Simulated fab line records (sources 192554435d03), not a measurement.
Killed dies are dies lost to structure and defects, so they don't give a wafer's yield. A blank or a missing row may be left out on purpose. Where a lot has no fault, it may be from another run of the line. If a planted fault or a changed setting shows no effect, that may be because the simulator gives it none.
Comparing a struck lot with a sound one -- flow n5Finfet -- 21 steps out of a route of 1938
Sound: the wafers L383.1, L383.2, L383.6. Struck: wafers L403.2, L403.4. (L403.3 of the same lot was not struck and is left out.) The cause comes at the end.
Order at every step that has rows: each side's tool, ch and its chambers, its first start. Under that, the readings that differ: sound wafers -- struck wafers -- difference of the means -- sigmas: that difference in standard deviations of wafers without a fault.
alike: a reading whose means differ by less than 2 such deviations, as well as words and numbers matching on both sides. not compared: withheld readings; readings where some wafer has no value; bounds like >300 that might hide an equal value; numbers whose values overlap and for which the record gives no deviation.
The two part at a step that has a row with sigmas, a row that says differs or no value, or rows on one side only. Numbers that have no deviation but don't overlap get no sigmas and don't part them. A reading that every wafer of one side lacks parts them only if that side has two wafers or more.

first, 6 steps without rows for these wafers: N5_BEOL_M1_COAT_05 (resist thk 30 nm); N5_BEOL_M1_EBR_07; N5_BEOL_M1_SOFTBAKE_06 (time 60 s); N5_BEOL_M1_EXPOSE_08 (exposes mask M1); N5_BEOL_M1_PEB_09 (peb time 60 s); N5_BEOL_M1_DEVELOP_10 (develop time 30 s).
N5_BEOL_M1_CD_MEAS_11: target cd 17.05 nm.
  sound on cdSem-01 ch 0, day 6 00:03; struck on cdSem-02 ch 0, day 10 22:30
  alike: cdNm
N5_BEOL_M1_OVL_MEAS_12:
  sound on overlay-01 ch 0, day 6 00:05; struck on overlay-01 ch 0, day 10 22:32
  alike: M1_OVL
N5_BEOL_M1_INSPECT_13: inspects for defects (brightfield).
  sound on defectInspect-01, day 6 00:08; struck on defectInspect-02, day 10 22:35
reading,sound,struck,difference,sigmas
rawDefectCount,295 301 275,460 526,+203,+2
N5_BEOL_M1_DESCUM_16: chemistry O2, time 7 s.
  sound on rieDiel-03 ch 0,2, day 6 00:10; struck on rieDiel-02 ch 1,3, day 10 22:37
reading,sound,struck,difference,sigmas
showerheadPlenumPTorr (Torr),2.02 2.06 2.02,2.23 2.17,+0.17,+2
  alike: drypumpMotorCurrentA, oesProductAu, rfVppV, throttleValvePct
  not compared: rfHoursCounterH
N5_BEOL_M1_ETCH_74: etches underlayer in N2/H2, target depth 6.5 nm, time 5.2 s.
  sound on rieDiel-03 ch 0,2, day 6 00:13; struck on rieDiel-02 ch 1,3, day 10 22:39
reading,sound,struck,difference,sigmas
showerheadPlenumPTorr (Torr),2.46 2.50 2.46,2.70 2.65,+0.20,+2
  alike: drypumpMotorCurrentA, etchRfOnTimeS, oesProductAu, rfVppV, throttleValvePct
  not compared: rfHoursCounterH
N5_BEOL_M1_ETCH_63: etches SiARC in CF4, target depth 15.6 nm, time 26 s.
  sound on rieDiel-03 ch 0,2, day 6 00:13; struck on rieDiel-02 ch 1,3, day 10 22:40
reading,sound,struck,difference,sigmas
showerheadPlenumPTorr (Torr),2.07 2.11 2.07,2.27 2.22,+0.16,+2
  alike: drypumpMotorCurrentA, etchRfOnTimeS, oesProductAu, rfVppV, throttleValvePct
  not compared: rfHoursCounterH
N5_BEOL_M1_ETCH_64: etches SOC in N2/H2, target depth 75 nm, overetch 15 nm, time 112.5 s.
  sound on rieDiel-03 ch 0,2, day 6 00:15; struck on rieDiel-02 ch 1,3, day 10 22:42
reading,sound,struck,difference,sigmas
showerheadPlenumPTorr (Torr),2.46 2.50 2.46,2.70 2.65,+0.20,+2
model.SiARC_of_BEOL_M1_COAT_62.thkNm (nm),6.8 6.8 7,4 4.4,-3,
model.BEOL_M1.cdOffsetNm (nm),0 0.2 0.2,1 1.2,+1,
  alike: drypumpMotorCurrentA, oesProductAu, rfVppV, throttleValvePct
  not compared: rfHoursCounterH
then, 2 steps without rows for these wafers: N5_BEOL_M1_STRIP_65 (strips in N2/H2); N5_BEOL_M1_STRIP_75 (strips in N2/H2).
N5_BEOL_M1_STRIP_66: strips in CF4.
  sound on rieDiel-03 ch 0,2, day 6 00:23; struck on rieDiel-02 ch 1,3, day 10 22:50
reading,sound,struck,difference,sigmas
rfVppV (V),270.2 270.3 269.2,274.0 272.8,+3.5,+2
  alike: drypumpMotorCurrentA, oesProductAu, showerheadPlenumPTorr, throttleValvePct
  not compared: rfHoursCounterH
N5_BEOL_M1_HM_OPEN_17: chemistry Cl2/BCl3, target TiN, target depth 20 nm, overetch 6 nm.
  sound on rieMetal-03 ch 0,1, day 6 00:25; struck on rieMetal-03 ch 0, day 10 22:52
reading,sound,struck,difference,sigmas
oesProductAu (a.u.),0.79 0.58 0.80,0.56 0.56,-0.16,-2
model.BEOL_M1.cdOffsetNm (nm),0.2 0.2 0.2,0.8 1.2,+0.8,
  alike: drypumpMotorCurrentA, throttleValvePct
  not compared: rfHoursCounterH
N5_BEOL_M1_STRIP_19: strips in O2.
  sound on rieDiel-02 ch 0,2, day 6 00:32; struck on rieDiel-03 ch 0,1, day 10 22:59
  alike: drypumpMotorCurrentA, oesProductAu, rfVppV, showerheadPlenumPTorr, throttleValvePct
  not compared: rfHoursCounterH
N5_BEOL_M1_CD_MEAS_18: pitch 36 nm, target cd 18 nm.
  sound on cdSem-01, day 6 00:36; struck on cdSem-03, day 10 23:04
reading,sound,struck,difference,sigmas
cdNm (nm),18.06 18.34 18.20,19.07 18.72,+0.70,+2
then, 1 step without rows for these wafers: N5_BEOL_M1_COAT_67 (time 60 s, resist thk 60 nm).
N5_BEOL_M4_RC_MEAS_101:
  sound on prober-02 ch 0, day 7 12:01; struck on prober-02 ch 0, day 12 14:52
reading,sound,struck,difference,sigmas
DIBL_N (mV/V),34.5 35.6 34.6,37.8 36.9,+2.4,+2
IOFF_N (nA/um),0.116 0.142 0.120,0.202 0.167,+0.058,+3
ION_N (uA/um),665 680 656,695 681,+21,+2
  alike: DIBL_P, IOFF_P, ION_P, SS_N, SS_P, VT_N, VT_P

## WHERE THEY PART
Earliest at N5_BEOL_M1_INSPECT_13; latest, in this record, at N5_BEOL_M4_RC_MEAS_101.

WHY: what the simulator had put in
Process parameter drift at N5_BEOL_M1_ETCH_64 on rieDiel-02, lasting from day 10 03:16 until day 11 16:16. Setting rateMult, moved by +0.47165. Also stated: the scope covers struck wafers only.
